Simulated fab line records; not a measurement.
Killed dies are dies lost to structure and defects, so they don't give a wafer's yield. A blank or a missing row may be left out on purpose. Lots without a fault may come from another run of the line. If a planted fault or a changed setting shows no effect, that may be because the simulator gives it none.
fab line records | flow n5Finfet | part 1 of 2: steps 1 to 3 of 6
record lots=23 wafers=69 lastDay=17
route steps=1938 shown GATE_CUT@496 MOL_CONTACT_COAG@543
lots untouched by any fault: they come from a run of this same line in which no faults occurred
startH: hours from the record's opening day to when the first of the lot's shown wafers began | waitH: hours from the lot's prior step to this one | " identical to the entry in the row above | L1.1+2: several wafers, shown together as one row | - no value present, or no start provided | * or withheld: withheld | < > ~ a bound
route shown NAME@n: NAME is a module with steps in the file, n the number in the route of the first one | usual: mean/standard deviation taken from wafers without a fault | same: alike in all rows | chamber/n: place in a boat | sites: the reading at each site | _std_site: standard deviation of those values | _edge_site: mean of outer sites minus mean of inner sites | radiusMm: how far each site lies from the wafer's centre | mask NAME#n: copy n | behind: the tool/chamber that last shaped the wafer | hold: why the lot went on hold/how many hours it stayed there/how the hold came to an end | device: which transistor (n, p or np) failed to switch | end of line: tests run on the same wafers once the route is complete | a step with no rows: only its recipe | killed: dies lost to structure and defects at the first sort, not the wafer's yield | map: the dies of a wafer, with x for killed, . for not killed, _ for no die there
set.NAME: setting as actually run; set.NAME@STEP: the setting as run at that earlier step | model.NAME: the simulator's own value behind a step, which no gauge read
the route's steps for a sample of lots (tables are steps, rows are wafers)
services: when a tool's chamber went out of use (startH, in hours from the record's first day, below 0 if earlier), for how many hours, and the reason
## steps
# step N5_GATE_CUT_HM_OPEN_40
# recipe chemistry=C4F6/O2 target=SiO2 maskMaterial=SiARC targetDepthA=1390 timeS=85.1 ionEnergyEv=250 pressureMtorr=30 sourceW=345 biasW=185 Ar_flow_sccm=300 C4F6_flow_sccm=10 O2_flow_sccm=10 ends=cleared
# usual drypumpMotorCurrentA=5.7/0.39 etchRfOnTimeS=93.4/2 oes_f_703_au=0.79/0.076 oesProductAu=0.71/0.071 rfVppV=663/14 showerheadPlenumPTorr=2.85/0.1 throttleValvePct=20.94/0.14
# columns lot.wafer tool chamber startH waitH drypumpMotorCurrentA etchRfOnTimeS oes_f_703_au oesProductAu rfHoursCounterH rfVppV showerheadPlenumPTorr throttleValvePct
L074.2 rieDiel-05 1 82.58 0.0 6.1 90.3 0.83 0.74 79 659 2.79 21.09
L074.3 " 3 " " 6.2 90.0 0.77 0.67 192 644 2.92 20.80
L074.5 " 3 " " 6.2 93.6 0.77 0.67 - 643 2.92 20.78
L075.2 rieDiel-04 1 87.14 0.0 5.8 89.7 0.94 0.83 19 666 3.01 20.89
L075.3 " 2 " " 5.5 94.7 0.67 0.61 241 669 2.70 20.94
L075.4 " 3 " " 5.7 92.2 0.70 0.63 - 661 2.70 20.98
L076.1 rieDiel-04 2 95.96 0.0 5.6 95.0 0.67 0.61 243 668 2.70 20.96
L076.2 " 0 " " 5.1 90.1 0.81 0.71 130 646 2.86 20.88
L076.5 " 3 " " 5.7 96.0 0.69 0.62 - 660 2.70 20.99
L077.1 rieDiel-04 1 103.98 0.0 5.8 91.8 0.92 0.82 23 667 3.01 20.89
L077.2 " 3 " " 5.7 92.3 0.69 0.63 225 661 2.69 20.98
L077.3 " 0 " " 5.1 90.5 0.80 0.70 132 647 2.86 20.88
L078.2 rieDiel-05 1 106.61 0.0 6.1 92.3 0.82 0.74 86 660 2.79 21.09
L078.3 " 3 " " 6.2 93.9 0.77 0.67 199 645 2.92 20.81
L078.6 " 3 " " 6.2 94.7 0.76 0.66 - 643 2.92 20.81
L080.2 rieDiel-05 2 121.43 0.0 5.3 92.3 0.79 0.74 89 689 2.86 21.04
L080.3 " 1 " " 6.1 92.1 0.82 0.73 90 661 2.78 21.10
L080.6 " 1 " " 6.1 94.0 0.82 0.73 - 657 2.78 21.10
L081.1 rieDiel-04 1 125.39 0.0 5.9 91.8 0.92 0.80 30 666 3.01 20.90
L081.3 " 0 " " 5.1 92.7 0.80 0.69 138 646 2.86 20.87
L081.6 " 0 " " 5.1 92.6 0.80 0.69 - 647 2.86 20.88
L082.2 rieDiel-04 3 130.19 0.0 5.7 92.3 0.68 0.63 233 660 2.69 21.01
L082.3 " 0 " " 5.1 89.5 0.80 0.70 140 646 2.86 20.87
L082.5 " 3 " " 5.7 94.1 0.69 0.62 - 662 2.69 21.02
L083.1 rieDiel-05 3 136.03 0.0 6.2 91.7 0.75 0.66 208 644 2.91 20.82
L083.2 " 1 " " 6.1 93.9 0.82 0.73 92 659 2.78 21.10
L083.6 " 2 " " 5.3 95.2 0.79 0.73 - 687 2.86 21.05
L084.2 rieDiel-04 2 145.72 0.0 5.6 93.4 0.94 0.88 1 680 3.03 20.57
L084.3 " 0 " " 5.1 92.3 0.79 0.69 147 647 2.86 20.88
L084.6 " 0 " " 5.1 92.9 0.79 0.70 - 648 2.86 20.88
L085.1 rieDiel-05 3 149.59 0.0 6.2 93.3 0.75 0.65 214 644 2.91 20.83
L085.2 " 1 " " 6.1 93.0 0.80 0.72 99 659 2.78 21.09
L085.3 " 2 " " 5.3 93.1 0.78 0.72 100 687 2.86 21.05
L086.3 rieDiel-04 1 159.44 0.0 5.8 90.3 0.89 0.80 42 668 3.00 20.91
L086.5 " 0 " " 5.1 91.5 0.79 0.70 - 646 2.85 20.89
L086.6 " 1 " " 5.8 91.8 0.89 0.79 - 665 3.00 20.90
L087.3 rieDiel-04 3 164.16 0.0 5.7 93.4 0.68 0.62 246 660 2.69 21.02
L087.4 " 1 " " 5.9 91.6 0.89 0.80 44 667 3.00 20.93
L087.5 " 0 " " 5.1 92.6 0.78 0.69 - 647 2.85 20.91
L088.1 rieDiel-05 1 167.33 0.0 6.1 93.6 0.80 0.71 105 659 2.78 21.11
L088.4 " 2 " " 5.3 93.1 0.78 0.72 106 688 2.86 21.06
L088.5 " 1 " " 6.1 93.6 0.80 0.72 - 660 2.78 21.13
L089.1 rieDiel-01 3 173.56 0.0 6.0 94.0 0.76 0.71 145 660 2.87 20.90
L089.2 " 2 " " 5.1 93.5 0.81 0.73 99 654 2.78 21.09
L089.6 " 2 " " 5.1 94.0 0.81 0.73 - 651 2.78 21.10
L090.3 rieDiel-05 1 179.08 0.0 6.1 91.5 0.80 0.72 109 660 2.78 21.11
L090.4 " 0 " " 5.9 96.8 0.90 0.85 9 676 2.90 20.81
L090.5 " 2 " " 5.3 91.8 0.78 0.72 - 689 2.85 21.06
L091.2 rieDiel-01 2 185.21 0.0 5.1 93.7 0.80 0.73 104 652 2.78 21.08
L091.3 " 3 " " 6.0 93.6 0.75 0.69 150 660 2.87 20.90
L091.6 " 1 " " 6.3 95.3 0.82 0.75 - 647 2.78 20.69
L092.1 rieDiel-01 2 190.59 0.0 5.1 92.2 0.80 0.73 106 652 2.78 21.11
L092.2 " 3 " " 6.0 93.5 0.75 0.70 151 661 2.87 20.94
L092.5 " 1 " " 6.3 93.1 0.81 0.76 - 648 2.78 20.70
L093.1 rieDiel-04 1 197.96 0.0 5.9 93.3 0.88 0.77 55 666 3.00 20.92
L093.2 " 0 " " 5.1 91.0 0.78 0.68 164 646 2.85 20.91
L093.5 " 0 " " 5.1 92.8 0.78 0.68 - 647 2.85 20.92
L094.1 rieDiel-04 1 201.45 0.0 5.8 89.7 0.88 0.77 56 666 3.00 20.93
L094.2 " 2 " " 5.6 92.8 0.87 0.82 19 679 3.02 20.61
L094.4 " 3 " " 5.7 92.7 0.92 0.87 3 672 3.02 20.71
L095.1 rieDiel-05 1 208.84 0.0 6.1 91.8 0.79 0.72 118 660 2.77 21.13
L095.3 " 2 " " 5.3 93.5 0.76 0.71 117 687 2.85 21.07
L095.6 " 2 " " 5.3 95.4 0.77 0.71 - 688 2.85 21.07
L096.2 rieDiel-05 2 215.75 0.0 5.3 93.1 0.76 0.70 119 688 2.85 21.08
L096.5 " 3 " " 6.3 92.9 0.73 0.64 - 644 2.90 20.85
L096.6 " 0 " " 5.9 97.1 0.86 0.82 - 677 2.90 20.84
L097.1 rieDiel-05 1 221.47 0.0 6.1 93.5 0.79 0.70 121 659 2.77 21.14
L097.4 " 3 " " 6.2 96.2 0.74 0.64 236 644 2.90 20.87
L097.6 " 2 " " 5.3 94.9 0.77 0.70 - 687 2.85 21.08
# step N5_GATE_CUT_STRIP_41
# recipe chemistry=CF4 resist=SiARC powerW=300 biasPowerW=75 pressureMtorr=50 cf4FlowSccm=150 rfFrequencyHz=6e+07
# usual drypumpMotorCurrentA=5.7/0.39 oesProductAu=0.182/0.018 rfVppV=271.1/1.7 showerheadPlenumPTorr=1.81/0.069 throttleValvePct=13.61/0.17
# columns lot.wafer tool chamber startH waitH drypumpMotorCurrentA oesProductAu rfHoursCounterH rfVppV showerheadPlenumPTorr throttleValvePct
L074.2 rieDiel-05 1 82.64 0.0 6.2 0.197 79 270.8 1.76 13.59
L074.3 " 3 " " 6.2 0.169 192 272.4 1.87 13.71
L074.5 " 3 " " 6.2 0.177 - 272.0 1.87 13.72
L075.2 rieDiel-04 1 87.20 0.0 5.9 0.206 19 272.4 1.92 13.50
L075.3 " 2 " " 5.6 0.157 241 267.5 1.71 13.77
L075.4 " 3 " " 5.7 0.163 - 270.3 1.71 13.75
L076.1 rieDiel-04 2 96.02 0.0 5.6 0.163 243 270.3 1.71 13.77
L076.2 " 0 " " 5.1 0.177 130 272.4 1.79 13.45
L076.5 " 3 " " 5.7 0.157 - 268.5 1.71 13.75
L077.1 rieDiel-04 1 104.04 0.0 5.8 0.202 23 272.2 1.92 13.50
L077.2 " 3 " " 5.7 0.158 225 270.0 1.71 13.76
L077.3 " 0 " " 5.2 0.176 132 272.0 1.79 13.45
L078.2 rieDiel-05 1 106.67 0.0 6.1 0.187 86 269.0 1.75 13.59
L078.3 " 3 " " 6.2 0.167 199 273.3 1.87 13.74
L078.6 " 3 " " 6.2 0.169 - 272.4 1.87 13.73
L080.2 rieDiel-05 2 121.49 0.0 5.3 0.187 89 271.4 1.81 13.67
L080.3 " 1 " " 6.1 0.185 90 269.6 1.75 13.61
L080.6 " 1 " " 6.1 0.185 - 269.7 1.75 13.63
L081.1 rieDiel-04 1 125.45 0.0 5.8 0.206 30 273.1 1.91 13.51
L081.3 " 0 " " 5.1 0.178 138 271.6 1.79 13.45
L081.6 " 0 " " 5.1 0.177 - 270.1 1.79 13.46
L082.2 rieDiel-04 3 130.25 0.0 5.7 0.162 233 269.9 1.70 13.76
L082.3 " 0 " " 5.1 0.180 140 271.4 1.79 13.46
L082.5 " 3 " " 5.7 0.156 - 270.1 1.70 13.77
L083.1 rieDiel-05 3 136.10 0.0 6.2 0.169 208 272.2 1.86 13.75
L083.2 " 1 " " 6.1 0.187 92 269.3 1.75 13.64
L083.6 " 2 " " 5.3 0.183 - 271.0 1.81 13.69
L084.2 rieDiel-04 2 145.78 0.0 5.6 0.224 1 273.3 1.92 13.22
L084.3 " 0 " " 5.1 0.176 147 270.6 1.79 13.48
L084.6 " 0 " " 5.1 0.171 - 270.5 1.79 13.48
L085.1 rieDiel-05 3 149.65 0.0 6.2 0.162 214 272.9 1.86 13.76
L085.2 " 1 " " 6.1 0.183 99 270.6 1.75 13.65
L085.3 " 2 " " 5.3 0.194 100 271.0 1.81 13.69
L086.3 rieDiel-04 1 159.51 0.0 5.9 0.202 42 272.3 1.91 13.54
L086.5 " 0 " " 5.1 0.178 - 271.9 1.79 13.49
L086.6 " 1 " " 5.9 0.195 - 274.3 1.91 13.53
L087.3 rieDiel-04 3 164.22 0.0 5.7 0.159 246 268.4 1.70 13.79
L087.4 " 1 " " 5.8 0.200 44 274.1 1.91 13.56
L087.5 " 0 " " 5.1 0.174 - 271.5 1.79 13.50
L088.1 rieDiel-05 1 167.40 0.0 6.1 0.179 105 270.5 1.75 13.65
L088.4 " 2 " " 5.3 0.179 106 271.4 1.80 13.72
L088.5 " 1 " " 6.1 0.183 - 268.7 1.75 13.65
L089.1 rieDiel-01 3 173.63 0.0 6.0 0.183 145 271.8 1.80 13.52
L089.2 " 2 " " 5.1 0.180 99 269.6 1.74 13.61
L089.6 " 2 " " 5.2 0.189 - 271.4 1.74 13.60
L090.3 rieDiel-05 1 179.14 0.0 6.1 0.179 109 269.1 1.75 13.67
L090.4 " 0 " " 5.9 0.221 9 273.1 1.84 13.41
L090.5 " 2 " " 5.3 0.179 - 270.1 1.80 13.72
L091.2 rieDiel-01 2 185.28 0.0 5.2 0.187 104 269.1 1.74 13.61
L091.3 " 3 " " 6.0 0.181 150 270.2 1.80 13.52
L091.6 " 1 " " 6.4 0.200 - 269.9 1.77 13.30
L092.1 rieDiel-01 2 190.65 0.0 5.1 0.190 106 269.4 1.74 13.60
L092.2 " 3 " " 6.0 0.181 151 270.4 1.80 13.51
L092.5 " 1 " " 6.3 0.186 - 270.4 1.77 13.32
L093.1 rieDiel-04 1 198.02 0.0 5.9 0.193 55 272.8 1.91 13.57
L093.2 " 0 " " 5.1 0.172 164 268.7 1.78 13.53
L093.5 " 0 " " 5.1 0.175 - 272.1 1.78 13.52
L094.1 rieDiel-04 1 201.51 0.0 5.9 0.193 56 272.8 1.91 13.59
L094.2 " 2 " " 5.5 0.223 19 272.6 1.91 13.25
L094.4 " 3 " " 5.7 0.211 3 272.3 1.91 13.28
L095.1 rieDiel-05 1 208.91 0.0 6.1 0.176 118 269.1 1.75 13.69
L095.3 " 2 " " 5.3 0.183 117 271.3 1.80 13.74
L095.6 " 2 " " 5.3 0.179 - 271.4 1.80 13.73
L096.2 rieDiel-05 2 215.82 0.0 5.3 0.176 119 273.4 1.80 13.75
L096.5 " 3 " " 6.2 0.155 - 273.0 1.85 13.79
L096.6 " 0 " " 5.9 0.219 - 271.7 1.84 13.44
L097.1 rieDiel-05 1 221.53 0.0 6.1 0.178 121 269.2 1.74 13.70
L097.4 " 3 " " 6.2 0.160 236 272.0 1.85 13.81
L097.6 " 2 " " 5.3 0.177 - 272.4 1.80 13.75
# step N5_GATE_CUT_ETCH_19
# recipe chemistry=CH3F/O2 target=SiNx maskMaterial=SiO2 targetDepthA=537 timeS=76.7 pressureMtorr=30 sourceW=395 biasW=73 Ar_flow_sccm=150 CH3F_flow_sccm=30 O2_flow_sccm=20 ionEnergyEv=120 ends=cleared
# usual drypumpMotorCurrentA=5.7/0.39 etchRfOnTimeS=76.5/1.2 oes_f_703_au=0.79/0.076 oesProductAu=0.67/0.068 rfVppV=296/6.1 showerheadPlenumPTorr=2.01/0.075 throttleValvePct=16.35/0.14
# columns lot.wafer tool chamber startH waitH drypumpMotorCurrentA etchRfOnTimeS oes_f_703_au oesProductAu rfHoursCounterH rfVppV showerheadPlenumPTorr throttleValvePct
L074.2 rieDiel-05 1 82.70 0.0 6.1 75.7 0.83 0.71 79 293 1.96 16.41
L074.3 " 3 " " 6.2 76.0 0.77 0.63 192 289 2.06 16.30
L074.5 " 3 " " 6.2 76.2 0.77 0.63 - 289 2.06 16.30
L075.2 rieDiel-04 1 87.26 0.0 5.8 75.5 0.93 0.78 19 299 2.12 16.23
L075.3 " 2 " " 5.5 78.6 0.67 0.58 241 299 1.89 16.43
L075.4 " 3 " " 5.7 76.8 0.69 0.59 - 297 1.89 16.45
L076.1 rieDiel-04 2 96.08 0.0 5.6 77.8 0.67 0.58 243 298 1.89 16.42
L076.2 " 0 " " 5.1 75.6 0.81 0.67 130 290 2.01 16.27
L076.5 " 3 " " 5.7 78.2 0.69 0.59 - 294 1.89 16.46
L077.1 rieDiel-04 1 104.10 0.0 5.9 74.7 0.92 0.78 23 299 2.12 16.25
L077.2 " 3 " " 5.7 76.6 0.68 0.59 225 295 1.89 16.49
L077.3 " 0 " " 5.1 74.5 0.81 0.68 132 289 2.01 16.28
L078.2 rieDiel-05 1 106.73 0.0 6.2 76.4 0.83 0.70 86 293 1.95 16.43
L078.3 " 3 " " 6.2 76.9 0.76 0.63 199 288 2.05 16.32
L078.6 " 3 " " 6.3 75.7 0.76 0.63 - 287 2.05 16.30
L080.2 rieDiel-05 2 121.55 0.0 5.3 76.1 0.79 0.70 89 307 2.01 16.44
L080.3 " 1 " " 6.1 76.3 0.82 0.69 90 295 1.95 16.43
L080.6 " 1 " " 6.1 76.4 0.81 0.70 - 293 1.95 16.43
L081.1 rieDiel-04 1 125.51 0.0 5.8 75.5 0.91 0.77 30 300 2.12 16.26
L081.3 " 0 " " 5.1 75.1 0.81 0.67 138 289 2.01 16.29
L081.6 " 0 " " 5.1 76.0 0.80 0.66 - 290 2.01 16.28
L082.2 rieDiel-04 3 130.31 0.0 5.7 78.4 0.68 0.58 233 295 1.89 16.48
L082.3 " 0 " " 5.1 75.7 0.80 0.66 140 289 2.01 16.28
L082.5 " 3 " " 5.7 77.6 0.68 0.58 - 296 1.89 16.50
L083.1 rieDiel-05 3 136.16 0.0 6.2 77.2 0.76 0.62 208 287 2.05 16.31
L083.2 " 1 " " 6.2 77.9 0.81 0.69 93 294 1.95 16.43
L083.6 " 2 " " 5.3 77.5 0.79 0.68 - 306 2.01 16.46
L084.2 rieDiel-04 2 145.84 0.0 5.6 75.5 0.94 0.82 1 304 2.14 15.96
L084.3 " 0 " " 5.1 74.7 0.80 0.66 147 291 2.01 16.30
L084.6 " 0 " " 5.1 74.3 0.80 0.67 - 290 2.01 16.30
L085.1 rieDiel-05 3 149.71 0.0 6.2 76.7 0.75 0.61 214 289 2.05 16.34
L085.2 " 1 " " 6.2 76.6 0.81 0.68 99 295 1.95 16.46
L085.3 " 2 " " 5.3 75.8 0.78 0.69 100 308 2.01 16.47
L086.3 rieDiel-04 1 159.57 0.0 5.9 75.0 0.89 0.74 42 298 2.12 16.28
L086.5 " 0 " " 5.1 74.9 0.80 0.66 - 288 2.01 16.30
L086.6 " 1 " " 5.9 74.8 0.89 0.75 - 299 2.12 16.28
L087.3 rieDiel-04 3 164.28 0.0 5.7 76.8 0.67 0.58 246 296 1.89 16.52
L087.4 " 1 " " 5.9 75.0 0.89 0.75 44 298 2.12 16.27
L087.5 " 0 " " 5.1 74.5 0.79 0.65 - 290 2.00 16.32
L088.1 rieDiel-05 1 167.46 0.0 6.1 76.1 0.80 0.69 105 296 1.95 16.44
L088.4 " 2 " " 5.3 75.9 0.78 0.69 106 307 2.01 16.49
L088.5 " 1 " " 6.1 76.3 0.80 0.68 - 295 1.95 16.46
L089.1 rieDiel-01 3 173.69 0.0 6.0 77.4 0.77 0.66 145 296 2.02 16.32
L089.2 " 2 " " 5.1 77.0 0.80 0.69 99 292 1.95 16.44
L089.6 " 2 " " 5.1 76.8 0.81 0.68 - 292 1.95 16.43
L090.3 rieDiel-05 1 179.20 0.0 6.1 76.2 0.79 0.68 109 295 1.95 16.48
L090.4 " 0 " " 5.9 78.3 0.89 0.80 9 302 2.04 16.19
L090.5 " 2 " " 5.3 75.9 0.77 0.68 - 308 2.01 16.48
L091.2 rieDiel-01 2 185.34 0.0 5.1 77.2 0.80 0.69 104 290 1.95 16.47
L091.3 " 3 " " 6.0 78.1 0.76 0.66 150 293 2.02 16.34
L091.6 " 1 " " 6.3 76.7 0.81 0.71 - 289 1.95 16.06
L092.1 rieDiel-01 2 190.71 0.0 5.2 77.2 0.80 0.69 106 290 1.95 16.45
L092.2 " 3 " " 6.0 77.0 0.75 0.66 151 297 2.02 16.34
L092.5 " 1 " " 6.3 76.6 0.82 0.72 - 290 1.95 16.07
L093.1 rieDiel-04 1 198.08 0.0 5.8 76.0 0.87 0.73 55 298 2.11 16.32
L093.2 " 0 " " 5.1 75.4 0.78 0.64 164 289 2.00 16.33
L093.5 " 0 " " 5.1 75.5 0.79 0.65 - 290 2.00 16.33
L094.1 rieDiel-04 1 201.57 0.0 5.9 76.3 0.87 0.72 56 299 2.11 16.29
L094.2 " 2 " " 5.6 75.8 0.88 0.77 19 304 2.13 16.01
L094.4 " 3 " " 5.7 74.8 0.92 0.82 3 300 2.13 16.08
L095.1 rieDiel-05 1 208.97 0.0 6.1 77.1 0.79 0.66 118 293 1.94 16.47
L095.3 " 2 " " 5.3 75.8 0.76 0.67 117 307 2.00 16.49
L095.6 " 2 " " 5.3 76.0 0.77 0.67 - 307 2.00 16.51
L096.2 rieDiel-05 2 215.88 0.0 5.3 75.2 0.76 0.68 119 307 2.00 16.51
L096.5 " 3 " " 6.2 75.6 0.74 0.61 - 288 2.04 16.38
L096.6 " 0 " " 5.9 77.6 0.86 0.78 - 301 2.04 16.22
L097.1 rieDiel-05 1 221.59 0.0 6.1 76.4 0.78 0.67 121 295 1.94 16.48
L097.4 " 3 " " 6.2 76.9 0.74 0.60 236 287 2.04 16.39
L097.6 " 2 " " 5.3 75.9 0.76 0.67 - 305 2.00 16.51
